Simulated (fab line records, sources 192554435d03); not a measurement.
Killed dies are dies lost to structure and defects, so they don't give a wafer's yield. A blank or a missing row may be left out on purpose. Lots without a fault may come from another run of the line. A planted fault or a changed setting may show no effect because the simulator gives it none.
One fault seen from 2 desks | flow n5_finfet | each desk has only its own numbers; what lay behind them comes last

THE TOOL OWNER'S DESK: rie_metal-02
The tool's own readings at N5_GATE_CUT_ETCHBACK_00 (etches W in SF6/Cl2): means of the sampled wafers that have a number, for each lot that ran on this tool. A lot is out of limits, marked OUT, if its mean lies more than 4 standard deviations from the usual mean; the brackets give that distance.
Columns: A = drypump_motor_current_A at N5_GATE_CUT_ETCHBACK_00, usual 6.1 A; B = he_backside_leak_sccm at N5_GATE_CUT_ETCHBACK_00, usual 3.41 sccm; C = oes_product_au at N5_GATE_CUT_ETCHBACK_00, usual 0.74 a.u.; D = throttle_valve_pct at N5_GATE_CUT_ETCHBACK_00, usual 27.52 %
lot  | first seen here | A   | B    | C    | D
L698 | day 4 10:44     | 5.9 | 3.42 | 0.81 | 27.62
L715 | day 8 13:53     | 5.9 | 3.37 | 0.94 | 27.62
L717 | day 9 01:37     | 5.9 | 3.37 | 0.86 | 27.64
This desk's finding: nothing out of limits on any of the 3 lots.

THE METROLOGY DESK
What the gauges read, lot by lot, whatever tool the lot ran on: means of the sampled wafers that have a number. A lot is out of limits, marked OUT, if its mean lies more than 4 standard deviations from the usual mean; the brackets give that distance. Of its 11 readings 7 are shown: those that lie furthest out on some lot.
Columns: A = NWFM_OVL at N5_HKMG_FIN_OVL_MEAS_13, usual 0.0 nm; B = DIBL_N at N5_BEOL_M4_RC_MEAS_101, usual 36.5 mV/V; C = DIBL_P at N5_BEOL_M4_RC_MEAS_101, usual 36.5 mV/V; D = IOFF_N at N5_BEOL_M4_RC_MEAS_101, usual 0.16 nA/um; E = IOFF_P at N5_BEOL_M4_RC_MEAS_101, usual 0.21 nA/um; F = SS_P at N5_BEOL_M4_RC_MEAS_101, usual 73.4 mV/dec; G = VT_P at N5_BEOL_M4_RC_MEAS_101, usual -250.5 mV
lot  | first seen here | A    | B    | C    | D    | E    | F    | G
L698 | day 4 06:15     | -0.4 | 33.1 | 35.4 | 0.14 | 0.18 | 72.8 | -251.3
L700 | day 4 15:14     | -0.3 | 37.0 | 34.7 | 0.14 | 0.19 | 72.4 | -250.2
L702 | day 5 02:22     | 0.6  | 38.9 | 38.5 | 0.21 | 0.26 | 74.1 | -248.9
L704 | day 5 16:31     | -0.9 | 36.3 | 35.0 | 0.18 | 0.23 | 73.4 | -250.0
L706 | day 6 08:26     | -0.1 | 35.7 | 34.5 | 0.14 | 0.17 | 73.2 | -253.7
L707 | day 6 11:18     | 0.2  | 35.7 | 36.3 | 0.15 | 0.19 | 73.5 | -250.9
L715 | day 8 08:31     | -0.3 | 36.5 | 34.8 | 0.15 | 0.19 | 73.4 | -252.2
L717 | day 8 21:06     | 0.2  | 35.5 | 36.7 | 0.17 | 0.21 | 73.1 | -251.4
L720 | day 9 15:22     | -0.3 | 37.8 | 40.0 | 0.22 | 0.27 | 74.1 | -245.0
L721 | day 10 01:14    | 0.3  | 38.7 | 40.7 | 0.21 | 0.22 | 74.7 | -250.4
This desk's finding: nothing out of limits on any of the 10 lots.

PUT TOGETHER
The tool owner's desk saw nothing out of limits.
The metrology desk saw nothing out of limits.

WHAT THE SIMULATOR HAD PUT IN
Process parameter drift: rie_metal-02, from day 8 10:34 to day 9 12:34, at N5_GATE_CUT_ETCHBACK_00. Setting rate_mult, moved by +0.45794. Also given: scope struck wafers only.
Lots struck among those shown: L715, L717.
